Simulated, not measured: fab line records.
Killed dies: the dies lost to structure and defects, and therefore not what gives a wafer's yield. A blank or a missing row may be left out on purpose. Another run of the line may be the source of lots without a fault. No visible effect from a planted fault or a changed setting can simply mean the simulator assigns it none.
Which tool is to blame? / flow nand-harc / 33 wafers from 11 lots sampled at 3 of the route's 1159 steps

WHAT THE GAUGES SHOWED, per wafer
NHARC_A_SGD_CUT_CD_MEAS_09 targets a cd of 100 nm.
lot=L074; measured=day 13 16:01; on=cd-sem-01; cd-nm (nm)=100.0 100.2 100.2
lot=L079; measured=day 14 15:37; on=cd-sem-02; cd-nm (nm)=100.0 99.9 100.4
lot=L080; measured=day 15 02:12; on=cd-sem-03; cd-nm (nm)=100.4 100.6 99.5
lot=L082; measured=day 16 08:27; on=cd-sem-01; cd-nm (nm)=100.5 99.7 99.6
lot=L084; measured=day 17 06:53; on=cd-sem-01; cd-nm (nm)=100.5 100.9 101.3
lot=L087; measured=day 17 07:04; on=cd-sem-03; cd-nm (nm)=100.5 100.7 99.8
lot=L089; measured=day 18 00:47; on=cd-sem-02; cd-nm (nm)=100.4 100.1 101.1
lot=L091; measured=day 18 01:44; on=cd-sem-02; cd-nm (nm)=100.5 100.4 100.4
lot=L093; measured=day 18 04:37; on=cd-sem-02; cd-nm (nm)=100.5 100.7 100.0
lot=L094; measured=day 19 00:52; on=cd-sem-01; cd-nm (nm)=101.3 100.9 101.3
lot=L097; measured=day 19 12:59; on=cd-sem-01; cd-nm (nm)=100.2 100.4 99.7

TOOL THAT RAN EACH LOT (tool first, then ch and the chambers of the sampled wafers, then the start)
lot=L074; NHARC_A_STAIRCASE_STRIP_316=rie-diel-02 ch 2,3, day 11 22:50 or earlier; NHARC_A_STAIRCASE_STRIP_476=rie-diel-01 ch 0,3, day 11 22:50
lot=L079; NHARC_A_STAIRCASE_STRIP_316=rie-diel-01 ch 0,2,3, day 12 19:45 or earlier; NHARC_A_STAIRCASE_STRIP_476=rie-diel-02 ch 0,3, day 12 19:45
lot=L080; NHARC_A_STAIRCASE_STRIP_316=rie-diel-02 ch 0,1, day 13 05:56 or earlier; NHARC_A_STAIRCASE_STRIP_476=rie-diel-08 ch 0,1,3, day 13 05:56
lot=L082; NHARC_A_STAIRCASE_STRIP_316=rie-diel-08 ch 1,2,3, day 14 03:01 or earlier; NHARC_A_STAIRCASE_STRIP_476=rie-diel-02 ch 2,3, day 14 03:01
lot=L084; NHARC_A_STAIRCASE_STRIP_316=rie-diel-02 ch 1,2, day 15 05:22 or earlier; NHARC_A_STAIRCASE_STRIP_476=rie-diel-02 ch 1,2, day 15 05:22
lot=L087; NHARC_A_STAIRCASE_STRIP_316=rie-diel-08 ch 1,2,3, day 15 07:31 or earlier; NHARC_A_STAIRCASE_STRIP_476=rie-diel-02 ch 1,2,3, day 15 07:31
lot=L089; NHARC_A_STAIRCASE_STRIP_316=rie-diel-01 ch 0,1, day 15 19:26 or earlier; NHARC_A_STAIRCASE_STRIP_476=rie-diel-01 ch 1,2, day 15 19:26
lot=L091; NHARC_A_STAIRCASE_STRIP_316=rie-diel-01 ch 1,2,3, day 16 04:06 or earlier; NHARC_A_STAIRCASE_STRIP_476=rie-diel-02 ch 0,1,2, day 16 04:06
lot=L093; NHARC_A_STAIRCASE_STRIP_316=rie-diel-08 ch 1,2,3, day 16 12:47 or earlier; NHARC_A_STAIRCASE_STRIP_476=rie-diel-01 ch 2,3, day 16 12:47
lot=L094; NHARC_A_STAIRCASE_STRIP_316=rie-diel-08 ch 1,2, day 17 03:46 or earlier; NHARC_A_STAIRCASE_STRIP_476=rie-diel-01 ch 0,1,2, day 17 03:46
lot=L097; NHARC_A_STAIRCASE_STRIP_316=rie-diel-08 ch 1,2, day 17 19:43 or earlier; NHARC_A_STAIRCASE_STRIP_476=rie-diel-08 ch 0,1,2, day 17 19:43
- NHARC_A_STAIRCASE_STRIP_316: strips in O2.
- NHARC_A_STAIRCASE_STRIP_476: strips in O2, time 20 s.

THE ANSWER, worked out from the rows above alone
Rule: the usual values come from the lots themselves. Put in order of their means at a reading, lots are off if they are a third of the lots or fewer, leave a main group of 4 or more, and stand apart from it by a gap of 3 or more times the standard deviation of the main group's means; of several such gaps the widest counts. A main group whose means are all the same, to the digits that the tables above print for the reading, isn't used. A lot without any number at a reading at which 4 lots or more have one is off too. Where the step has rows for the other lots, those lots are counted as sound.
Nothing can be told from this: no lot is off at any reading shown.

WHAT HAD BEEN PUT IN BY THE SIMULATOR
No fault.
